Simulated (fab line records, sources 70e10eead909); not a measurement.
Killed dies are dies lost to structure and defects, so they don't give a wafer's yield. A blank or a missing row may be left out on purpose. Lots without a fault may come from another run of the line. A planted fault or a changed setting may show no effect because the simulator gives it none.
Chamber matching | flow nand_harc | NHARC_A_CONTACT_ETCH_91 on rie_diel-11: 4 sister chambers
The step etches the open film in CH3F/O2, target depth 40 nm, time 85.7 s. 4 wafers are shown with their chamber, then 9 later ones without.

WAFERS WITH THEIR CHAMBER
wafer  | chamber | showerhead_plenum_p_Torr (Torr)
L591.2 | 1       | 2.53
L593.1 | 0       | 2.27
L593.4 | 3       | 2.39
L593.6 | 2       | 2.57

WAFERS WITHOUT THEIR CHAMBER
wafer  | showerhead_plenum_p_Torr (Torr)
L592.3 | 2.39
L592.5 | 2.39
L592.6 | 2.27
L590.1 | 2.53
L590.4 | 2.27
L590.6 | 2.39
L594.3 | 2.57
L594.4 | 2.26
L594.5 | 2.53

WHICH CHAMBER EACH WENT THROUGH
wafer  | from the rows above | in truth
L592.3 | 3                   | 3
L592.5 | 3                   | 3
L592.6 | 0                   | 0
L590.1 | 1                   | 1
L590.4 | 0                   | 0
L590.6 | 3                   | 3
L594.3 | 2                   | 2
L594.4 | 0                   | 0
L594.5 | 1                   | 1
Placed correctly: 9 of 9. Can't be placed from these rows: 0. Placed wrongly: 0.
How it was worked out, from the rows above alone: a wafer's distance from a chamber is the root of the sum, over the readings, of the square of ((its reading less the chamber's mean) divided by the reading's scatter). The wafer belongs to the nearest chamber; if the next one is less than 2 further off, it can't be placed. A chamber's mean is the mean of its shown wafers. The scatter: with one shown wafer a chamber, the root of the mean of the squares of how far each hidden wafer lies from its nearest shown one.
